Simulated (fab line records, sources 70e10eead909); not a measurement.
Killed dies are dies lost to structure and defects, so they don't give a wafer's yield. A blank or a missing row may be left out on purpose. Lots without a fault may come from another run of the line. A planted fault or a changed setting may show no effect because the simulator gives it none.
Which tool did it? | flow nand_harc | 6 lots, 18 wafers sampled, at 3 steps of a route of 1159

WHAT THE GAUGES READ, wafer by wafer
NHARC_END_SORT_01.
lot  | measured     | on        | killed_at_periphery
L154 | day 20 00:17 | prober-01 | 3 2 3
L159 | day 20 20:20 | prober-02 | 0 4 0
L160 | day 22 06:53 | prober-01 | 9 11 2
L164 | day 21 20:44 | prober-01 | 3 4 1
L166 | day 22 12:19 | prober-01 | 2 3 3
L171 | day 23 22:55 | prober-02 | 648 659 658

WHICH TOOL RAN EACH LOT (tool, then ch and the chambers of the sampled wafers, then the start)
lot  | NHARC_P_M0_CMP_23             | NHARC_P_M1_ETCH_28
L154 | cmp-04 ch 0,1,3, day 6 21:59  | rie_diel-13 ch 0,1,3, day 7 00:56
L159 | cmp-04 ch 0,1,3, day 7 16:52  | rie_diel-08 ch 1,2,3, day 7 19:47
L160 | cmp-04 ch 1,2,3, day 8 11:40  | rie_diel-08 ch 1,2,3, day 8 14:20
L164 | cmp-04 ch 1,2, day 8 23:05    | rie_diel-05 ch 0,2,3, day 9 01:47
L166 | cmp-02 ch 1,2,3, day 9 10:20  | rie_diel-13 ch 0,1,3, day 9 13:16
L171 | cmp-01 ch 0,1,2, day 10 22:50 | rie_diel-05 ch 1,2,3, day 11 01:22
- NHARC_P_M0_CMP_23: polishes, t overpolish 20 s, target thk 117.53 nm.
- NHARC_P_M1_ETCH_28: etches the open film in CF4/N2, target depth 30 nm, time 72.99 s.

THE ANSWER, worked out from the rows above alone
Rule: what is usual is taken from the lots themselves. Put in order of their means at a reading, lots are off if they are a third of the lots or fewer, leave a main group of 4 or more, and stand apart from it by a gap of 3 or more times the standard deviation of the main group's means; of several such gaps the widest counts. A main group whose means are all the same, to the digits that the tables above print for the reading, isn't used. A lot without any number at a reading at which 4 lots or more have one is off too. The other lots that the step has rows for count as sound.
Off: L171, at NHARC_END_SORT_01 (killed_at_periphery). The main group: mean 3.3, standard deviation 2.1.
A tool fits if, at a process step before that reading, it ran every lot that is off, and no sound lot after the first of them. The gauges at NHARC_END_SORT_01 are tried like those tools. Can't be told from this: 3 tools fit, cmp-01 at NHARC_P_M0_CMP_23, rie_diel-05 at NHARC_P_M1_ETCH_28, prober-02 at NHARC_END_SORT_01.

WHAT THE SIMULATOR HAD PUT IN
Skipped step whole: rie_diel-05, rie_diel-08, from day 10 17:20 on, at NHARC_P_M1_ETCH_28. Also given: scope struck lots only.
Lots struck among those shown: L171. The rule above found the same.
